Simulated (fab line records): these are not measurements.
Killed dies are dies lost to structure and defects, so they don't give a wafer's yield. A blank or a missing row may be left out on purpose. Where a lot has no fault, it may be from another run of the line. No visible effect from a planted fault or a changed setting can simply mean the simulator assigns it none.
Split-lot study ; flow n5_finfet ; 21 wafers read from 7 lots, route of 1938 steps

THE SPLIT
At N5_BEOL_M4_VIA_ETCH_34 (etches the open film in C4F6/O2, target depth 69.4 nm, time 65.9 s), the setting source_w was moved away from the recipe's 350 W on 10 of the 21 wafers read, by -17.7% to -5.6%. For the rest of the wafers, this setting stayed at what the recipe calls for.

The reading comes from the split's own step.

THE READING
rf_vpp_V, in V, at N5_BEOL_M4_VIA_ETCH_34 (etches the open film in C4F6/O2, target depth 69.4 nm, time 65.9 s). Typical for fault-free wafers on this fab line: 662 V, with standard deviation 11 V.

wafer;tool, chamber at the split;source_w as run, W;against the recipe;rf_vpp_V, V;against lot-mates on the recipe
L075.2;rie_diel-03, 0;288;-17.7%;724;+81
L075.3;rie_diel-03, 3;350;recipe;643;-
L075.4;rie_diel-03, 2;288;-17.7%;727;+84
L077.3;rie_diel-03, 2;350;recipe;659;-
L077.4;rie_diel-03, 1;309.1;-11.7%;714;+55
L077.6;rie_diel-03, 1;309.1;-11.7%;714;+55
L080.3;rie_diel-03, 1;325.7;-6.9%;696;+29
L080.4;rie_diel-03, 2;350;recipe;661;-
L080.6;rie_diel-03, 1;350;recipe;673;-
L084.1;rie_diel-04, 0;330.4;-5.6%;676;-2
L084.3;rie_diel-04, 1;350;recipe;678;-
L084.5;rie_diel-04, 1;330.4;-5.6%;696;+18
L092.1;rie_diel-04, 1;315.4;-9.9%;714;+46
L092.3;rie_diel-04, 2;350;recipe;678;-
L092.6;rie_diel-04, 0;350;recipe;658;-
L095.1;rie_diel-01, 2;350;recipe;679;-
L095.3;rie_diel-01, 3;350;recipe;646;-
L095.6;rie_diel-01, 1;350;recipe;664;-
L096.2;rie_diel-03, 2;296.7;-15.2%;716;+55
L096.3;rie_diel-03, 2;350;recipe;661;-
L096.4;rie_diel-03, 1;296.7;-15.2%;729;+68

THE FIT
A straight line over all 21 wafers: rf_vpp_V changes by -3.82 V for each +1% of source_w; r = -0.93; the points scatter about the line by 11 V.
The same after taking each lot's own level away (the mean of its wafers on the recipe; 21 wafers): -4.46 V for each +1%; r = -0.96; scatter 9.6 V.
That fit puts the effect of the largest move of source_w on the reading at 79 V.
From 643.0 to 678.0 V: that is the span of the lots' own levels, equal to 3.2 times the standard deviation above.
In other words, the slope is changed by the lot-to-lot level; the two fits disagree.
Check: with one of the wafers moved furthest among these (-17.7%) left out of the fit, the line predicts +76.5 V for it against its lot-mates. Against them it came out at +81 V.
Tool readings at the split's step, against how far the setting was moved: rf_vpp_V r = -0.93.

THE WHOLE CHAIN: every reading that the file lists as answering this split, in the file's order
step;what it does;reading;change (the file's fit);r (the file's)
N5_BEOL_M4_VIA_ETCH_34;etches the open film in C4F6/O2, target depth 69.4 nm, time 65.9 s;rf_vpp_V;-4.36 V for each +1% of the setting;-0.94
N5_BEOL_M4_VIA_ETCH_34;etches the open film in C4F6/O2, target depth 69.4 nm, time 65.9 s;etch.depth_nm (the simulator's own value, which no gauge read);+0.283 nm for each +1% of the setting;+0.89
N5_BEOL_M4_VIA_ETCH_34;etches the open film in C4F6/O2, target depth 69.4 nm, time 65.9 s;SOC_of_BEOL_M4_COAT_67.thk_nm (the simulator's own value, which no gauge read);-0.0422 nm for each +1% of the setting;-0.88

FILE'S OWN FIT
rf_vpp_V changes by -4.36 V for each +1% of source_w, r = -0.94.
